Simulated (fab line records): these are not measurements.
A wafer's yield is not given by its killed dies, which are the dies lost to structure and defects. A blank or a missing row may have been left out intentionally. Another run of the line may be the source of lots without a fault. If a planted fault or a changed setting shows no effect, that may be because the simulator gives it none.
The tool behind it: which one?    flow nand_harc    24 lots with 72 wafers sampled at 6 steps, on a route of 1302 steps

== WHAT EACH GAUGE READ, for each wafer ==
NHARC_P_M1_OVL_MEAS_10: pitch 260 nm. Usual: overlay_x_nm 0.1 nm, standard deviation 0.88; overlay_y_nm 0.1 nm, standard deviation 0.77.
lot   measured      on          overlay_x_nm (nm)  overlay_y_nm (nm)  flag
L074  day 6 03:34   overlay-02  1.0 1.2 1.1        0.7 0.3 0.7        
L075  day 6 16:19   overlay-02  1.1 0.3 0.5        -0.5 -0.4 -0.4     
L076  day 6 23:04   overlay-01  0.4 1.1 0.7        0.9 0.2 0.8        
L077  day 7 13:25   overlay-02  1.5 1.7 1.5        -0.4 -0.7 -1.3     
L078  day 8 01:38   overlay-01  -0.7 -0.3 -0.3     0.3 -0.1 0.3       
L079  day 8 08:56   overlay-02  0.6 0.5 0.3        1.3 1.9 1.8        
L080  day 8 21:41   overlay-01  1.3 1.2 0.8        -0.8 -1.0 -1.0     
L081  day 9 10:20   overlay-02  -1.4 -1.4 -1.2     0.3 0.2 0.2        
L082  day 9 18:07   overlay-01  -0.9 -1.5 -0.8     0.3 1.2 0.6        
L083  day 10 04:43  overlay-01  -0.2 0.6 0.0       0.8 0.3 0.3        
L084  day 10 21:14  overlay-02  -1.2 -0.9 -1.3     0.2 -0.9 0.0       
L085  day 10 22:11  overlay-01  -0.2 -0.4 -0.7     0.4 0.2 0.5        
L086  day 11 12:14  overlay-02  1.0 1.0 0.8        -0.4 -0.1 -0.1     
L088  day 12 05:53  overlay-01  -0.2 -0.8 -0.7     0.7 -0.1 0.1       
L087  day 12 07:08  overlay-02  1.0 1.6 1.1        0.2 0.6 0.3        
L089  day 12 12:17  overlay-02  0.8 0.1 -0.1       1.1 1.0 1.1        
L090  day 12 15:52  overlay-02  0.0 -0.4 -0.2      1.1 1.5 1.3        
L091  day 13 03:35  overlay-02  -0.3 0.3 0.3       0.0 0.8 0.7        
L092  day 13 16:45  overlay-01  0.7 0.2 1.0        -0.6 -0.4 -0.3     
L093  day 14 10:46  overlay-01  -0.8 -1.2 -0.6     0.3 0.5 0.5        
L094  day 14 12:03  overlay-01  0.1 0.0 0.1        0.2 0.5 1.0        
L095  day 15 01:43  overlay-01  -0.3 0.0 0.1       -1.3 -1.3 -1.5     
L097  day 15 18:31  overlay-02  -1.5 -1.0 -1.5     -0.9 -1.6 -0.6     
L096  day 15 19:17  overlay-01  0.9 0.9 1.1        -0.2 0.3 0.6       

NHARC_P_BONDPAD_CD_MEAS_13. Usual: cd_nm 499.7 nm, standard deviation 1.3.
lot   measured      on         cd_nm (nm)         flag
L074  day 6 12:47   cd_sem-03  501.5 501.7 499.9  
L075  day 7 01:31   cd_sem-02  501.2 500.4 500.1  
L076  day 7 08:08   cd_sem-01  499.5 499.7 500.0  
L077  day 7 22:27   cd_sem-02  500.7 500.1 498.6  
L078  day 8 11:05   cd_sem-01  501.0 501.1 501.0  
L079  day 8 18:03   cd_sem-02  500.4 500.0 501.4  
L080  day 9 07:01   cd_sem-01  501.7 499.4 500.3  
L081  day 9 19:47   cd_sem-02  501.7 499.2 500.4  
L082  day 10 08:26  cd_sem-02  500.4 500.0 500.2  
L083  day 10 13:53  cd_sem-03  499.1 498.5 499.0  
L084  day 11 06:31  cd_sem-02  500.7 498.2 499.1  
L085  day 11 07:34  cd_sem-01  497.6 501.0 498.5  
L086  day 11 21:25  cd_sem-02  498.7 499.0 498.5  
L088  day 12 14:57  cd_sem-01  498.2 499.6 498.4  
L087  day 12 16:14  cd_sem-03  499.1 497.5 497.5  
L089  day 12 21:23  cd_sem-01  498.9 499.1 498.8  
L090  day 13 01:01  cd_sem-01  500.6 498.9 501.3  
L091  day 13 13:14  cd_sem-01  501.3 500.0 502.7  
L092  day 14 01:58  cd_sem-03  498.0 497.0 501.1  
L093  day 14 19:49  cd_sem-01  499.4 500.1 498.7  
L094  day 14 21:14  cd_sem-03  499.8 497.5 499.0  
L095  day 15 10:53  cd_sem-02  498.0 498.6 499.1  
L097  day 16 03:40  cd_sem-02  498.4 498.8 498.2  
L096  day 16 04:26  cd_sem-02  501.2 499.6 500.0  

== EACH LOT AND THE TOOL THAT RAN IT (in order: tool; ch and the chambers of the sampled wafers; start) ==
lot   NHARC_P_CONTACT_DESCUM_17           NHARC_P_CONTACT_CVD_23                    NHARC_P_BONDPAD_CMP_32         NHARC_P_BONDPAD_ETCH_12
L074  rie_diel-01 ch 0,3, day 5 19:26     cvd_w-01 ch 0,1, day 6 03:34 or earlier   cmp-03 ch 1,3, day 6 11:28     rie_diel-10 ch 1,3, day 6 12:47 or earlier
L075  rie_diel-10 ch 0,3, day 6 08:04     cvd_w-01 ch 0,1, day 6 16:19 or earlier   cmp-04 ch 0,3, day 7 00:12     rie_diel-01 ch 1,2, day 7 01:31 or earlier
L076  rie_diel-03 ch 0,3, day 6 15:07     cvd_w-02 ch 0,1, day 6 23:04 or earlier   cmp-03 ch 0,1,3, day 7 06:45   rie_diel-01 ch 1,2, day 7 08:08 or earlier
L077  rie_diel-10 ch 1,2,3, day 7 05:14   cvd_w-01 ch 0,1, day 7 13:25 or earlier   cmp-01 ch 0,1,3, day 7 21:05   rie_diel-01 ch 1,2, day 7 22:27 or earlier
L078  rie_diel-03 ch 0,1, day 7 17:14     cvd_w-02 ch 0,1, day 8 01:38 or earlier   cmp-03 ch 0,1, day 8 09:45     rie_diel-01 ch 0,2,3, day 8 11:05 or earlier
L079  rie_diel-03 ch 0,3, day 8 00:17     cvd_w-01 ch 0,1, day 8 08:56 or earlier   cmp-04 ch 0,3, day 8 16:50     rie_diel-10 ch 1,2,3, day 8 18:03 or earlier
L080  rie_diel-01 ch 0,1,2, day 8 13:23   cvd_w-02 ch 0,1, day 8 21:41 or earlier   cmp-04 ch 0,2,3, day 9 05:42   rie_diel-10 ch 0,1,3, day 9 07:01 or earlier
L081  rie_diel-03 ch 0,1,3, day 9 02:20   cvd_w-02 ch 0,1, day 9 10:20 or earlier   cmp-03 ch 0,2,3, day 9 18:34   rie_diel-06 ch 0,1,3, day 9 19:47 or earlier
L082  rie_diel-03 ch 0,1,3, day 9 10:05   cvd_w-01 ch 1, day 9 18:07 or earlier     cmp-04 ch 1,2,3, day 10 07:02  rie_diel-10 ch 1,2, day 10 08:26 or earlier
L083  rie_diel-10 ch 0,2, day 9 20:26     cvd_w-01 ch 0,1, day 10 04:43 or earlier  cmp-03 ch 0,1,2, day 10 12:43  rie_diel-06 ch 1,2, day 10 13:53 or earlier
L084  rie_diel-10 ch 0,1, day 10 12:42    cvd_w-02 ch 0,1, day 10 21:14 or earlier  cmp-03 ch 0,1,3, day 11 05:20  rie_diel-01 ch 0,1, day 11 06:31 or earlier
L085  rie_diel-10 ch 0,1,2, day 10 14:10  cvd_w-01 ch 0,1, day 10 22:11 or earlier  cmp-04 ch 0,3, day 11 06:13    rie_diel-06 ch 0,1,2, day 11 07:34 or earlier
L086  rie_diel-01 ch 1,2,3, day 11 03:30  cvd_w-02 ch 0,1, day 11 12:14 or earlier  cmp-01 ch 0,2,3, day 11 20:08  rie_diel-01 ch 0,1,2, day 11 21:25 or earlier
L088  rie_diel-03 ch 0,3, day 11 22:02    cvd_w-02 ch 0,1, day 12 05:53 or earlier  cmp-03 ch 0,1,2, day 12 13:39  rie_diel-01 ch 0,1,2, day 12 14:57 or earlier
L087  rie_diel-10 ch 1,2,3, day 11 23:01  cvd_w-01 ch 0,1, day 12 07:08 or earlier  cmp-04 ch 0,1, day 12 14:54    rie_diel-06 ch 1,2,3, day 12 16:14 or earlier
L089  rie_diel-10 ch 1,2, day 12 04:01    cvd_w-01 ch 0,1, day 12 12:17 or earlier  cmp-04 ch 0,2,3, day 12 20:13  rie_diel-01 ch 0,1,3, day 12 21:23 or earlier
L090  rie_diel-03 ch 0,3, day 12 07:41    cvd_w-01 ch 0,1, day 12 15:52 or earlier  cmp-04 ch 1,3, day 12 23:42    rie_diel-10 ch 1,2,3, day 13 01:01 or earlier
L091  rie_diel-01 ch 1,2, day 12 19:22    cvd_w-01 ch 0,1, day 13 03:35 or earlier  cmp-03 ch 1,2,3, day 13 11:53  rie_diel-10 ch 0,1, day 13 13:14 or earlier
L092  rie_diel-03 ch 0,2,3, day 13 08:40  cvd_w-01 ch 0,1, day 13 16:45 or earlier  cmp-03 ch 2,3, day 14 00:43    rie_diel-01 ch 1,3, day 14 01:58 or earlier
L093  rie_diel-03 ch 0,2,3, day 14 02:10  cvd_w-02 ch 0,1, day 14 10:46 or earlier  cmp-01 ch 0,1,3, day 14 18:34  rie_diel-06 ch 1,2,3, day 14 19:49 or earlier
L094  rie_diel-01 ch 1,2,3, day 14 03:02  cvd_w-01 ch 1, day 14 12:03 or earlier    cmp-01 ch 0,1,3, day 14 19:53  rie_diel-10 ch 1,2,3, day 14 21:14 or earlier
L095  rie_diel-01 ch 0,1,3, day 14 17:02  cvd_w-02 ch 0,1, day 15 01:43 or earlier  cmp-04 ch 1,2,3, day 15 09:32  rie_diel-06 ch 0,1,3, day 15 10:53 or earlier
L097  rie_diel-01 ch 0,2,3, day 15 10:16  cvd_w-02 ch 0,1, day 15 18:31 or earlier  cmp-03 ch 1,2,3, day 16 02:19  rie_diel-01 ch 0,1,2, day 16 03:40 or earlier
L096  rie_diel-03 ch 0,1,2, day 15 11:10  cvd_w-01 ch 0,1, day 15 19:17 or earlier  cmp-04 ch 0,3, day 16 03:07    rie_diel-06 ch 0,2, day 16 04:26 or earlier
- NHARC_P_CONTACT_DESCUM_17: chemistry O2, time 3 s.
- NHARC_P_CONTACT_CVD_23: deposits W, target thk 200 nm, time 557 s.
- NHARC_P_BONDPAD_CMP_32: polishes SiCN, target thk 200 nm.
- NHARC_P_BONDPAD_ETCH_12: etches the open film in CHF3/O2, target depth 200 nm, time 100 s.

== WHAT THE TOOLS THEMSELVES READ (means of the sampled wafers that have a number; where no wafer has one, the mark that the record gives instead) ==
NHARC_P_CONTACT_DESCUM_17. Usual: drypump_motor_current_A 5.7 A, standard deviation 0.33; oes_product_au 1.001 a.u., standard deviation 0.0071; rf_vpp_V 57.9 V, standard deviation 0.96; showerhead_plenum_p_Torr 1.90 Torr, standard deviation 0.078; throttle_valve_pct 11.311 %, standard deviation 0.0091.
lot   tool         drypump_motor_current_A (A)  oes_product_au (a.u.)  rf_vpp_V (V)  showerhead_plenum_p_Torr (Torr)  throttle_valve_pct (%)  flag
L074  rie_diel-01  5.6                          0.999                  58.2          1.98                             11.315                  
L075  rie_diel-10  5.7                          1.005                  58.1          1.83                             11.310                  
L076  rie_diel-03  5.6                          0.996                  58.3          1.92                             11.306                  
L077  rie_diel-10  5.8                          1.002                  57.3          1.90                             11.308                  
L078  rie_diel-03  5.8                          1.007                  57.4          1.81                             11.300                  
L079  rie_diel-03  5.6                          1.010                  57.0          1.86                             11.314                  
L080  rie_diel-01  5.4                          1.008                  57.7          1.89                             11.317                  
L081  rie_diel-03  5.7                          1.001                  57.4          1.87                             11.317                  
L082  rie_diel-03  5.8                          0.993                  57.7          1.87                             11.318                  
L083  rie_diel-10  5.6                          1.000                  57.6          1.90                             11.308                  
L084  rie_diel-10  5.6                          0.999                  57.6          1.87                             11.319                  
L085  rie_diel-10  5.6                          1.006                  57.8          1.89                             11.311                  
L086  rie_diel-01  5.6                          0.990                  58.2          1.91                             11.314                  
L088  rie_diel-03  5.6                          1.007                  58.3          1.91                             11.306                  
L087  rie_diel-10  5.8                          1.000                  57.5          1.90                             11.309                  
L089  rie_diel-10  5.7                          0.996                  57.6          1.92                             11.302                  
L090  rie_diel-03  5.6                          1.009                  57.1          1.86                             11.310                  
L091  rie_diel-01  5.2                          0.987                  58.3          1.86                             11.320                  
L092  rie_diel-03  5.7                          1.005                  59.0          1.93                             11.311                  
L093  rie_diel-03  5.7                          1.005                  58.4          1.93                             11.310                  
L094  rie_diel-01  5.6                          1.001                  58.3          1.91                             11.315                  
L095  rie_diel-01  5.5                          0.999                  58.2          1.95                             11.312                  
L097  rie_diel-01  5.7                          0.998                  58.1          1.94                             11.315                  
L096  rie_diel-03  5.9                          0.998                  57.7          1.88                             11.308                  

NHARC_P_CONTACT_CVD_23. Usual: heater_power_w 432 W, standard deviation 16; throttle_valve_pct 8.00 %, standard deviation 0.28.
lot   tool      heater_power_w (W)  throttle_valve_pct (%)  flag
L074  cvd_w-01  441                 8.12                    
L075  cvd_w-01  439                 8.14                    
L076  cvd_w-02  407                 7.74                    
L077  cvd_w-01  440                 8.14                    
L078  cvd_w-02  427                 7.83                    
L079  cvd_w-01  441                 8.13                    
L080  cvd_w-02  420                 7.79                    
L081  cvd_w-02  417                 7.79                    
L082  cvd_w-01  437                 8.06                    
L083  cvd_w-01  438                 8.10                    
L084  cvd_w-02  425                 7.80                    
L085  cvd_w-01  438                 8.16                    
L086  cvd_w-02  425                 7.85                    
L088  cvd_w-02  420                 8.09                    
L087  cvd_w-01  440                 8.21                    
L089  cvd_w-01  441                 8.33                    
L090  cvd_w-01  450                 8.23                    
L091  cvd_w-01  441                 8.24                    
L092  cvd_w-01  444                 8.25                    
L093  cvd_w-02  406                 7.61                    
L094  cvd_w-01  439                 8.32                    
L095  cvd_w-02  426                 7.39                    
L097  cvd_w-02  412                 7.60                    
L096  cvd_w-01  442                 8.28                    

NHARC_P_BONDPAD_CMP_32. Usual: motor_current_A 12.3 A, standard deviation 1.1; retaining_ring_pressure_frac 1.000, standard deviation 0.0047.
lot   tool    motor_current_A (A)  retaining_ring_pressure_frac  flag
L074  cmp-03  12.6                 0.995                         
L075  cmp-04  12.6                 0.994                         
L076  cmp-03  12.4                 0.999                         
L077  cmp-01  11.4                 1.004                         
L078  cmp-03  13.1                 0.998                         
L079  cmp-04  12.8                 1.003                         
L080  cmp-04  12.4                 0.998                         
L081  cmp-03  11.5                 0.995                         
L082  cmp-04  12.6                 0.999                         
L083  cmp-03  12.5                 1.000                         
L084  cmp-03  12.1                 1.000                         
L085  cmp-04  12.6                 1.006                         
L086  cmp-01  12.9                 1.001                         
L088  cmp-03  12.2                 0.997                         
L087  cmp-04  12.3                 0.997                         
L089  cmp-04  12.3                 0.999                         
L090  cmp-04  12.5                 1.002                         
L091  cmp-03  11.4                 1.003                         
L092  cmp-03  11.0                 1.001                         
L093  cmp-01  11.7                 1.000                         
L094  cmp-01  11.7                 0.999                         
L095  cmp-04  12.9                 0.999                         
L097  cmp-03  11.6                 1.002                         
L096  cmp-04  12.5                 1.003                         

NHARC_P_BONDPAD_ETCH_12. Usual: chf3_flow_sccm 49.97 sccm, standard deviation 0.14; drypump_motor_current_A 5.5 A, standard deviation 0.36; oes_product_au 0.934 a.u., standard deviation 0.019; rf_vpp_V 370.3 V, standard deviation 2; showerhead_plenum_p_Torr 2.39 Torr, standard deviation 0.086; throttle_valve_pct 20.572 %, standard deviation 0.009.
lot   tool         chf3_flow_sccm (sccm)  drypump_motor_current_A (A)  oes_product_au (a.u.)  rf_vpp_V (V)  showerhead_plenum_p_Torr (Torr)  throttle_valve_pct (%)  flag
L074  rie_diel-10  50.14                  5.8                          0.934                  370.6         2.38                             20.568                  
L075  rie_diel-01  49.90                  5.5                          0.919                  369.3         2.32                             20.567                  
L076  rie_diel-01  49.95                  5.5                          0.960                  368.4         2.32                             20.573                  
L077  rie_diel-01  49.91                  5.2                          0.922                  369.6         2.35                             20.576                  
L078  rie_diel-01  49.99                  5.7                          0.961                  371.3         2.43                             20.578                  
L079  rie_diel-10  50.05                  5.8                          0.929                  370.3         2.39                             20.570                  
L080  rie_diel-10  50.05                  5.6                          0.932                  369.4         2.33                             20.579                  
L081  rie_diel-06  49.83                  5.3                          0.924                  369.6         2.42                             20.570                  
L082  rie_diel-10  49.81                  5.7                          0.922                  370.3         2.42                             20.576                  
L083  rie_diel-06  50.19                  5.4                          0.920                  369.0         2.34                             20.579                  
L084  rie_diel-01  50.01                  5.1                          0.969                  370.7         2.40                             20.569                  
L085  rie_diel-06  49.90                  5.3                          0.921                  369.1         2.37                             20.572                  
L086  rie_diel-01  50.00                  5.3                          0.923                  370.6         2.38                             20.574                  
L088  rie_diel-01  49.97                  5.3                          0.958                  370.3         2.38                             20.568                  
L087  rie_diel-06  49.95                  5.4                          0.920                  370.7         2.39                             20.570                  
L089  rie_diel-01  50.10                  5.5                          0.921                  371.4         2.45                             20.570                  
L090  rie_diel-10  50.00                  5.8                          0.928                  369.9         2.39                             20.572                  
L091  rie_diel-10  49.97                  5.6                          0.929                  368.7         2.36                             20.575                  
L092  rie_diel-01  49.96                  5.7                          0.925                  372.1         2.47                             20.573                  
L093  rie_diel-06  49.98                  5.4                          0.974                  370.3         2.39                             20.566                  
L094  rie_diel-10  49.95                  5.8                          0.968                  371.2         2.38                             20.578                  
L095  rie_diel-06  49.90                  5.3                          0.922                  371.7         2.42                             20.568                  
L097  rie_diel-01  50.04                  5.3                          0.925                  370.5         2.38                             20.574                  
L096  rie_diel-06  49.90                  5.5                          0.928                  370.6         2.40                             20.574                  

== THE ANSWER, worked out from the rows above alone ==
Rule: lot off if the mean of its wafers having a number is beyond 3 standard deviations from the usual mean. A lot without any number at a reading at which 4 lots or more have one is off too. Any other lot the step has rows for is counted as sound. After the gauges, taken in route order, come the tools' own readings; for these a lot's mean is taken, as printed above. At the first step where some lot is off, the reading lying furthest off is the one used; lots without a number count as furthest.
No lot is off at any reading shown: from this, nothing can be told.

== WHAT WAS PUT IN BY THE SIMULATOR ==
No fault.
